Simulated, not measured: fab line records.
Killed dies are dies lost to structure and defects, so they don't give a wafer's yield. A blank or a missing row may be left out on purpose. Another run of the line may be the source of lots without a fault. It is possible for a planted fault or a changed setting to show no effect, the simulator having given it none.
8D (eight disciplines) problem report, filled in by code	flow nandHarc	the parts of the form that need people (team, actions taken, sign-off) are left out

1. WHAT WENT WRONG
Mean of killedAtArray at NHARC_END_SORT_01: 498 across 6 wafers in 2 lots; on wafers with no fault it is 29 (standard deviation 13). That puts it +36 standard deviations away from the usual mean.
Earliest sighting: wafer L270.1 on prober-02 at day 22 09:26. At this step, 6 wafers from 2 lots have a number in the record. By rule, "out" or "out of limits" means more than 4 standard deviations away from the usual mean. Any other wafer with a number is counted as sound.

2. WHAT IT IS AND WHAT IT IS NOT
question	is	is not
which readings at this step	killedAtArray, killedDies	killedAtPeriphery, killedOpen, killedShort
which lots	L270, L273	-
which wafers of those lots	all that have a number	-
read on which gauges	prober-01, prober-02	-
when	from day 22 09:26	up to then (0 sound wafers)

3. WHAT RULES OUT EACH SUSPECT
Counting: a tool at a process step up to the reading stays a suspect if it ran every lot that is out and no sound lot after the first of them.
- the gauge at NHARC_END_SORT_01 is ruled out. 2 gauges (prober-01, prober-02) read the wafers that are out.
- rieDiel-06 at NHARC_A_CHANNEL_HOLE_D1_DESCUM_15 (chemistry O2, time 3 s): kept. It ran every lot that is out, first L270 (day 11 14:46), and no sound lot after that.
- rieDiel-06 at NHARC_A_CHANNEL_HOLE_D1_ETCH_16 (etches the open film in O2/COS, target depth 3100 nm, time 806 s): kept. It ran every lot that is out, first L270 (day 11 15:17), and no sound lot after that. Out on those wafers are its own readings of oesProductAu.
After counting, rieDiel-06 at NHARC_A_CHANNEL_HOLE_D1_DESCUM_15 and rieDiel-06 at NHARC_A_CHANNEL_HOLE_D1_ETCH_16 remain.

4. THE CAUSE (what the simulator had put in)
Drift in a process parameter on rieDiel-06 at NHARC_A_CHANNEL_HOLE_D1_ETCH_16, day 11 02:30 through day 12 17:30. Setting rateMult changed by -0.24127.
Counting left 2 suspects, and this tool is among them.

5. THE CHAIN OF EFFECTS, in route order
Each row: a reading where the mean over the struck wafers with a number is more than 3 standard deviations away from the usual. Only readings whose record carries a usual standard deviation are examined. hours: median over the lots of the time between each lot's start at the first step of this table that gives one and its start at this step. sigmas: the change, counted in usual standard deviations.
hours	step	reading	usual	on struck wafers	change	sigmas
0	NHARC_A_CHANNEL_HOLE_D1_ETCH_16	oesProductAu	1.001 a.u.	0.852	-0.149	-15
265	NHARC_END_SORT_01	killedAtArray	29	498	+469	+36
265	NHARC_END_SORT_01	killedDies	33	502	+469	+36
It contains these process steps:
- NHARC_A_CHANNEL_HOLE_D1_ETCH_16: etches the open film in O2/COS, target depth 3100 nm, time 806 s.

6. HOW IT WOULD HAVE BEEN CAUGHT EARLIER
271 hours passed between the start of the fault at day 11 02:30 and the first reading out of limits at a measuring or inspecting step in this record, taken at day 22 09:26.
The tool's own readings at NHARC_A_CHANNEL_HOLE_D1_ETCH_16 were out on every struck wafer that the step has a row for (oesProductAu): an alarm limit on them would have fired on the first of those.
Each of the lots that are out, 2 in all, had begun NHARC_A_CHANNEL_HOLE_D1_ETCH_16 on rieDiel-06 no later than day 22 09:26. A hold on the tool at that time would have spared none of them.
